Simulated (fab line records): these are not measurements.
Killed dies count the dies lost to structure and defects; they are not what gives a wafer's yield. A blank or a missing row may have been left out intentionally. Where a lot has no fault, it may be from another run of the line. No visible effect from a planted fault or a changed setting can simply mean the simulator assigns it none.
What tool caused it? | flow nandHarc | 33 wafers from 11 lots sampled at 6 of the route's 1302 steps

## WHAT THE GAUGES READ, wafer by wafer
NHARC_P_GATE_CD_MEAS_91 targets a cd of 2000 nm. Usual: cdNm reads 2001.3 nm (standard deviation 1.9).
lot  | measured     | on       | cdNm (nm)            | flag
L284 | day 5 20:30  | cdSem-03 | 2003.8 2003.4 2003.9 | 
L285 | day 6 01:52  | cdSem-02 | 2000.4 2002.5 2000.1 | 
L287 | day 7 02:45  | cdSem-03 | 1999.2 1999.3 1998.1 | 
L292 | day 8 22:27  | cdSem-01 | 1920.2 1918.6 1918.6 | OFF
L300 | day 12 07:13 | cdSem-03 | 2001.5 2000.9 2002.2 | 
L301 | day 12 19:28 | cdSem-01 | 2001.4 2003.4 2004.6 | 
L302 | day 13 11:13 | cdSem-03 | 2000.6 1999.4 1999.6 | 
L303 | day 13 12:22 | cdSem-03 | 2000.9 2001.7 2001.0 | 
L304 | day 13 22:53 | cdSem-02 | 2004.0 2002.1 2003.7 | 
L305 | day 14 15:22 | cdSem-02 | 2004.1 2005.9 2002.9 | 
L307 | day 15 03:14 | cdSem-03 | 2001.8 2002.5 2001.5 | 

NHARC_END_SORT_01. Usual: killedAtArray 57, standard deviation 17; killedAtOther 0.5, standard deviation 0.82; killedAtPeriphery 4.0, standard deviation 2.8; killedDies 61, standard deviation 18; killedOpen 2.9, standard deviation 2; killedShort 2.3, standard deviation 1.7.
lot  | measured     | on        | killedAtArray | killedAtOther | killedAtPeriphery | killedDies | killedOpen | killedShort | flag
L292 | day 28 01:02 | prober-02 | 75            | 2             | 1                 | 78         | 2          | 3           | 

## TOOL THAT RAN EACH LOT (tool first, then ch and the chambers of the sampled wafers, then the start)
lot  | NHARC_P_GATE_STRIP_108            | NHARC_P_GATE_STRIP_101            | NHARC_P_GATE_EXPOSE_88           | NHARC_P_GATE_DESCUM_93
L284 | rieDiel-11 ch 1,2,3, day 5 06:10  | rieDiel-11 ch 0,2, day 5 16:21    | krfScanner-02 ch 0, day 5 20:20  | rieDiel-04 ch 0,2, day 5 20:41
L285 | rieDiel-11 ch 2,3, day 5 11:41    | rieDiel-11 ch 2,3, day 5 21:52    | krfScanner-02 ch 0, day 6 01:43  | rieDiel-11 ch 0,1, day 6 02:01
L287 | rieDiel-04 ch 0,2,3, day 6 12:07  | rieDiel-11 ch 1,2,3, day 6 22:26  | krfScanner-02 ch 0, day 7 02:35  | rieDiel-04 ch 0,3, day 7 02:56
L292 | rieDiel-06 ch 1,2, day 8 07:37    | rieDiel-11 ch 1,2,3, day 8 18:19  | krfScanner-01 ch 0, day 8 22:17  | rieDiel-06 ch 0,1, day 8 22:37
L300 | rieDiel-04 ch 0,2,3, day 11 16:34 | rieDiel-06 ch 0,2,3, day 12 02:46 | krfScanner-01 ch 0, day 12 07:03 | rieDiel-06 ch 0,1,2, day 12 07:23
L301 | rieDiel-06 ch 0,1,3, day 12 04:54 | rieDiel-06 ch 1,2,3, day 12 15:01 | krfScanner-02 ch 0, day 12 19:19 | rieDiel-06 ch 0,1,2, day 12 19:38
L302 | rieDiel-11 ch 0,2,3, day 12 13:02 | rieDiel-04 ch 1,2,3, day 13 01:17 | krfScanner-01 ch 0, day 13 11:04 | rieDiel-04 ch 1,2,3, day 13 11:23
L303 | rieDiel-11 ch 0,3, day 12 20:43   | rieDiel-06 ch 1,2,3, day 13 06:58 | krfScanner-01 ch 0, day 13 12:13 | rieDiel-06 ch 0,2,3, day 13 12:32
L304 | rieDiel-06 ch 0,3, day 13 08:35   | rieDiel-11 ch 1,2, day 13 18:50   | krfScanner-01 ch 0, day 13 22:44 | rieDiel-04 ch 1,2,3, day 13 23:04
L305 | rieDiel-11 ch 0,2,3, day 13 22:34 | rieDiel-11 ch 0,2, day 14 10:58   | krfScanner-01 ch 0, day 14 15:12 | rieDiel-06 ch 0,2, day 14 15:32
L307 | rieDiel-04 ch 0,1,3, day 14 12:41 | rieDiel-11 ch 0,3, day 14 22:55   | krfScanner-03 ch 0, day 15 03:05 | rieDiel-11 ch 0,2, day 15 03:24
- NHARC_P_GATE_STRIP_108: strips in O2.
- NHARC_P_GATE_STRIP_101: strips in O2, time 20 s.
- NHARC_P_GATE_EXPOSE_88: exposes mask P HVN, target cd 2000 nm.
- NHARC_P_GATE_DESCUM_93: chemistry O2, time 3 s.

## WHAT THE TOOLS THEMSELVES READ (means of the sampled wafers that have a number; where no wafer has one, the mark that the record gives instead)
NHARC_P_GATE_STRIP_108. Usual: drypumpMotorCurrentA 5.7 A, standard deviation 0.62; oesProductAu 0.995 a.u., standard deviation 0.0097; rfVppV 57.8 V, standard deviation 0.79; showerheadPlenumPTorr 3.55 Torr, standard deviation 0.14; throttleValvePct 17.037 %, standard deviation 0.0096.
lot  | tool       | drypumpMotorCurrentA (A) | oesProductAu (a.u.) | rfVppV (V) | showerheadPlenumPTorr (Torr) | throttleValvePct (%) | flag
L284 | rieDiel-11 | 5.3                      | 0.994               | 57.9       | 3.49                         | 17.039               | 
L285 | rieDiel-11 | 5.5                      | 0.994               | 57.7       | 3.39                         | 17.042               | 
L287 | rieDiel-04 | 6.1                      | 1.009               | 57.5       | 3.55                         | 17.042               | 
L292 | rieDiel-06 | 5.3                      | 0.995               | 58.0       | 3.49                         | 17.035               | 
L300 | rieDiel-04 | 6.1                      | 0.993               | 58.5       | 3.55                         | 17.037               | 
L301 | rieDiel-06 | 5.3                      | 0.988               | 58.4       | 3.63                         | 17.041               | 
L302 | rieDiel-11 | 5.7                      | 0.993               | 57.0       | 3.49                         | 17.032               | 
L303 | rieDiel-11 | 5.8                      | 0.997               | 57.8       | 3.47                         | 17.033               | 
L304 | rieDiel-06 | 5.8                      | 0.995               | 58.2       | 3.67                         | 17.035               | 
L305 | rieDiel-11 | 5.6                      | 0.989               | 58.7       | 3.49                         | 17.028               | 
L307 | rieDiel-04 | 5.8                      | 0.989               | 57.6       | 3.56                         | 17.044               | 

NHARC_P_GATE_STRIP_101. Usual: drypumpMotorCurrentA 5.5 A, standard deviation 0.54; oesProductAu 0.994 a.u., standard deviation 0.0089; rfVppV 57.9 V, standard deviation 0.91; showerheadPlenumPTorr 3.54 Torr, standard deviation 0.15; throttleValvePct 17.035 %, standard deviation 0.0097.
lot  | tool       | drypumpMotorCurrentA (A) | oesProductAu (a.u.) | rfVppV (V) | showerheadPlenumPTorr (Torr) | throttleValvePct (%) | flag
L284 | rieDiel-11 | 5.6                      | 1.002               | 58.5       | 3.63                         | 17.040               | 
L285 | rieDiel-11 | 5.6                      | 0.992               | 57.3       | 3.37                         | 17.038               | 
L287 | rieDiel-11 | 5.3                      | 0.992               | 58.8       | 3.49                         | 17.039               | 
L292 | rieDiel-11 | 5.3                      | 0.992               | 57.5       | 3.49                         | 17.039               | 
L300 | rieDiel-06 | 5.8                      | 0.995               | 57.8       | 3.57                         | 17.029               | 
L301 | rieDiel-06 | 5.3                      | 1.000               | 58.4       | 3.52                         | 17.036               | 
L302 | rieDiel-04 | 5.8                      | 0.995               | 58.5       | 3.55                         | 17.047               | 
L303 | rieDiel-06 | 5.3                      | 0.995               | 58.8       | 3.52                         | 17.034               | 
L304 | rieDiel-11 | 5.0                      | 1.002               | 57.4       | 3.62                         | 17.040               | 
L305 | rieDiel-11 | 5.5                      | 0.982               | 58.8       | 3.51                         | 17.040               | 
L307 | rieDiel-11 | 5.7                      | 0.991               | 58.1       | 3.61                         | 17.039               | 

NHARC_P_GATE_DESCUM_93. Usual: drypumpMotorCurrentA 5.6 A, standard deviation 0.63; oesProductAu 0.997 a.u., standard deviation 0.0092; rfVppV 57.9 V, standard deviation 0.8; showerheadPlenumPTorr 1.93 Torr, standard deviation 0.078; throttleValvePct 11.310 %, standard deviation 0.01.
lot  | tool       | drypumpMotorCurrentA (A) | oesProductAu (a.u.) | rfVppV (V) | showerheadPlenumPTorr (Torr) | throttleValvePct (%) | flag
L284 | rieDiel-04 | 5.7                      | 1.003               | 57.4       | 1.89                         | 11.316               | 
L285 | rieDiel-11 | 5.4                      | 0.998               | 58.3       | 2.04                         | 11.307               | 
L287 | rieDiel-04 | 6.5                      | 0.995               | 58.1       | 1.96                         | 11.318               | 
L292 | rieDiel-06 | 5.4                      | 0.994               | 57.7       | 1.96                         | 11.302               | 
L300 | rieDiel-06 | 5.8                      | 1.003               | 57.9       | 1.92                         | 11.307               | 
L301 | rieDiel-06 | 5.8                      | 1.000               | 57.4       | 1.92                         | 11.316               | 
L302 | rieDiel-04 | 5.8                      | 0.995               | 57.6       | 1.93                         | 11.315               | 
L303 | rieDiel-06 | 5.8                      | 1.000               | 58.6       | 1.94                         | 11.316               | 
L304 | rieDiel-04 | 5.8                      | 0.995               | 58.0       | 1.93                         | 11.304               | 
L305 | rieDiel-06 | 6.2                      | 0.997               | 58.0       | 1.88                         | 11.303               | 
L307 | rieDiel-11 | 5.5                      | 0.981               | 57.4       | 1.90                         | 11.304               | 

## THE ANSWER, worked out from the rows above alone
Rule: take the mean of a lot's wafers that have a number; if it is more than 3 standard deviations from the usual mean, the lot is off. Also off: a lot with no number at a reading for which 4 or more lots have one. The other lots that the step has rows for count as sound. The gauges are gone through in route order, then the tools' own readings, and for those a lot's mean is taken as printed above. At the first step where some lot is off, the reading lying furthest off is the one used; lots without a number count as furthest.
Off, at NHARC_P_GATE_CD_MEAS_91 on cdNm: L292.
A tool fits if, at a process step before that reading, it ran every lot that is off, and no sound lot after the first of them. Gauges at NHARC_P_GATE_CD_MEAS_91: tried the same way as those tools. Not one of the candidates tried fits.

## WHAT THE SIMULATOR PUT IN
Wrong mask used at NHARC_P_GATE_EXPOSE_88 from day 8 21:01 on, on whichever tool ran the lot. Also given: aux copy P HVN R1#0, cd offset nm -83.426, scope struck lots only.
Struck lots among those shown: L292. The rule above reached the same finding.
